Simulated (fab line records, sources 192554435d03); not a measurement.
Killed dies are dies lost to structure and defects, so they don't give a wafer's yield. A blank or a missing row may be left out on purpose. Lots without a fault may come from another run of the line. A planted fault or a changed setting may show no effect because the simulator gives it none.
Chamber matching | flow n5_finfet | N5_BEOL_M0_PRE_CLEAN_131 on cvd_co-01: 3 sister chambers
The step time 15 s. 30 wafers are shown with their chamber, then 12 later ones without.

WAFERS WITH THEIR CHAMBER
wafer  | chamber | heater_power_w (W)
L075.1 | 2       | 81
L075.3 | 0       | 103
L075.6 | 2       | 81
L076.1 | 0       | 107
L076.3 | 0       | 104
L076.4 | 2       | 81
L078.1 | 0       | 108
L078.4 | 1       | 92
L078.5 | 0       | 108
L080.1 | 1       | 92
L080.3 | 0       | 107
L080.5 | 2       | 78
L082.1 | 2       | 82
L082.5 | 0       | 107
L082.6 | 2       | 81
L084.2 | 0       | 107
L084.4 | 1       | 94
L084.5 | 2       | 81
L085.2 | 1       | 92
L085.4 | 2       | 81
L085.6 | 1       | 91
L090.3 | 2       | 79
L090.4 | 1       | 92
L090.5 | 0       | 104
L089.2 | 0       | 106
L089.3 | 2       | 81
L089.5 | 1       | 91
L092.2 | 0       | 104
L092.3 | 2       | 82
L092.5 | 2       | 80

SIGNATURES (means of the wafers above)
reading        | chamber 0 | chamber 1 | chamber 2 | scatter within a chamber
heater_power_w | 105.91    | 92.00     | 80.67     | 1.41
Rule: a wafer's distance from a chamber is the root of the sum, over the readings, of the square of ((its reading less the chamber's mean) divided by the reading's scatter). The wafer belongs to the nearest chamber; if the next one is less than 2 further off, it can't be placed. The scatter: the root of (the sum of the squares of (reading less its chamber's mean) over the shown wafers, divided by (wafers less chambers)).

WAFERS WITHOUT THEIR CHAMBER
wafer  | heater_power_w (W)
L093.1 | 81
L093.4 | 108
L093.6 | 91
L094.1 | 107
L094.3 | 92
L094.4 | 91
L095.2 | 82
L095.3 | 94
L095.4 | 93
L096.3 | 82
L096.4 | 105
L096.5 | 91

WHICH CHAMBER EACH WENT THROUGH
wafer  | from the rows above | in truth
L093.1 | 2                   | 2
L093.4 | 0                   | 0
L093.6 | 1                   | 1
L094.1 | 0                   | 0
L094.3 | 1                   | 1
L094.4 | 1                   | 1
L095.2 | 2                   | 2
L095.3 | 1                   | 1
L095.4 | 1                   | 1
L096.3 | 2                   | 2
L096.4 | 0                   | 0
L096.5 | 1                   | 1
Placed correctly: 12 of 12. Can't be placed from these rows: 0. Placed wrongly: 0.
